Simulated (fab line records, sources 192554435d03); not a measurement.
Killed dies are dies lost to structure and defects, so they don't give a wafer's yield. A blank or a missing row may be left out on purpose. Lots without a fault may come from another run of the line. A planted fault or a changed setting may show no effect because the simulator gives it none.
One fault seen from 3 desks | flow n5_finfet | each desk has only its own numbers; what lay behind them comes last

THE DEFECT DESK
What the inspections along the route counted, lot by lot: means of the sampled wafers that have a number. A lot is out of limits, marked OUT, if its mean lies more than 4 standard deviations from the usual mean; the brackets give that distance.
Columns: A = raw_defect_count at N5_PASSIVATION_INSPECT_67, usual 2.0
lot  | first seen here | A
L917 | day 14 04:55    | 0.7
L920 | day 14 06:28    | 3.0
L930 | day 16 20:42    | 2.3
L932 | day 17 22:29    | 1.7
L934 | day 17 22:45    | 1.3
L935 | day 18 14:33    | 2.7
This desk's finding: nothing out of limits on any of the 6 lots.

THE TOOL OWNER'S DESK: rie_diel-01
The tool's own readings at N5_PASSIVATION_ETCH_54 (etches SiO2 in CHF3/O2, target depth 880 nm, time 440 s): means of the sampled wafers that have a number, for each lot that ran on this tool. A lot is out of limits, marked OUT, if its mean lies more than 4 standard deviations from the usual mean; the brackets give that distance.
Columns: A = drypump_motor_current_A at N5_PASSIVATION_ETCH_54, usual 5.7 A; B = mfc_ar_sccm at N5_PASSIVATION_ETCH_54, usual 200.0 sccm; C = oes_product_au at N5_PASSIVATION_ETCH_54, usual 0.77 a.u.; D = rf_fwd_power_W at N5_PASSIVATION_ETCH_54, usual 648.8 W; E = rf_vpp_V at N5_PASSIVATION_ETCH_54, usual 522 V; F = showerhead_plenum_p_Torr at N5_PASSIVATION_ETCH_54, usual 2.39 Torr; G = throttle_valve_pct at N5_PASSIVATION_ETCH_54, usual 18.88 %
lot  | first seen here | A   | B     | C    | D               | E              | F    | G
L920 | day 14 07:03    | 5.3 | 200.1 | 0.77 | 647.1           | 522            | 2.40 | 18.84
L930 | day 16 20:59    | 5.6 | 199.8 | 0.76 | 801.7 (+76) OUT | 471 (-5.2) OUT | 2.38 | 18.71
L932 | day 17 22:50    | 5.2 | 200.4 | 0.75 | 805.2 (+78) OUT | 477 (-4.6) OUT | 2.34 | 18.84
This desk's finding: out of limits on L930, L932; first on L930, day 16 20:59 (rf_fwd_power_W at N5_PASSIVATION_ETCH_54). In limits: L920.

THE METROLOGY DESK
What the gauges read, lot by lot, whatever tool the lot ran on: means of the sampled wafers that have a number. A lot is out of limits, marked OUT, if its mean lies more than 4 standard deviations from the usual mean; the brackets give that distance.
Columns: A = cd_nm at N5_PASSIVATION_CD_MEAS_44, usual 39999 nm; B = PASS_OPEN_OVL at N5_PASSIVATION_OVL_MEAS_66, usual 1 nm
lot  | first seen here | A     | B
L917 | day 14 04:52    | 40002 | -2
L920 | day 14 06:25    | 40001 | 5
L930 | day 16 20:38    | 40000 | 6
L932 | day 17 22:26    | 39999 | 1
L934 | day 17 22:42    | 39995 | 1
L935 | day 18 14:29    | 39998 | -3
This desk's finding: nothing out of limits on any of the 6 lots.

PUT TOGETHER
The tool owner's desk could have raised an alarm at day 16 20:59, on L930, L932.
The defect desk saw nothing out of limits.
The metrology desk saw nothing out of limits.
The defect desk has L930, L932 on record, within its limits.
The metrology desk has L930, L932 on record, within its limits.
Of the lots named, all ran N5_PASSIVATION_ETCH_54 on rie_diel-01.

WHAT THE SIMULATOR HAD PUT IN
Process parameter drift: rie_diel-01, from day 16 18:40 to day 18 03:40, at N5_PASSIVATION_ETCH_54. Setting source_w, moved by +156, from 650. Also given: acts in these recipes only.
Lots struck among those shown: L930, L932.
Hours from the fault's start to each desk's first reading out of limits: the tool owner's desk, 2.
